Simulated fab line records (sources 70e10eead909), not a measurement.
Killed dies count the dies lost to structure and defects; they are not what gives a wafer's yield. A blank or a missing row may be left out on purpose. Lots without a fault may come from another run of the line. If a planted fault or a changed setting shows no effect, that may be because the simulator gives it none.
Chamber matching + flow nand_harc + NHARC_A_STAIRCASE_ALD_415 on ald_hk-03: 4 sister chambers
The step deposits SiO2, target thk 30 nm, pulse time 6 s, ald cycles 300. 4 wafers are shown with their chamber, then 9 later ones without.

## WAFERS, EACH WITH ITS CHAMBER
| wafer  | chamber | heater_power_outer_w (W) |
|--------|---------|--------------------------|
| L087.1 | 0       | 297                      |
| L086.2 | 2       | 261                      |
| L086.4 | 1       | 266                      |
| L086.6 | 3       | 266                      |

## WAFERS MISSING THEIR CHAMBER
| wafer  | heater_power_outer_w (W) |
|--------|--------------------------|
| L088.1 | 266                      |
| L088.5 | 260                      |
| L088.6 | 267                      |
| L095.2 | 267                      |
| L095.5 | 296                      |
| L095.6 | 263                      |
| L097.1 | 298                      |
| L097.2 | 266                      |
| L097.4 | 261                      |

## THE CHAMBER EACH PASSED THROUGH
| wafer  | from the rows above          | in truth                   |
|--------|------------------------------|----------------------------|
| L088.1 | can't be placed: 1 or 3      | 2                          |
| L088.5 | 2                            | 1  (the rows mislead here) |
| L088.6 | can't be placed: 1 or 3      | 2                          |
| L095.2 | can't be placed: 1 or 3      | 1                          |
| L095.5 | 0                            | 0                          |
| L095.6 | can't be placed: 2 or 1 or 3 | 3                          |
| L097.1 | 0                            | 0                          |
| L097.2 | can't be placed: 1 or 3      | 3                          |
| L097.4 | 2                            | 2                          |
Correctly placed: 3 of 9. Unplaceable from these rows: 5, with the true chamber sitting among the candidates in 3. Wrongly placed: 1.
How it was worked out, from the rows above alone: a wafer's distance from a chamber is the root of the sum, over the readings, of the square of ((its reading less the chamber's mean) divided by the reading's scatter). The wafer belongs to the nearest chamber; if the next one is less than 2 further off, it can't be placed. A chamber's mean is the mean of its shown wafers. The scatter: with one shown wafer a chamber, the root of the mean of the squares of how far each hidden wafer lies from its nearest shown one.
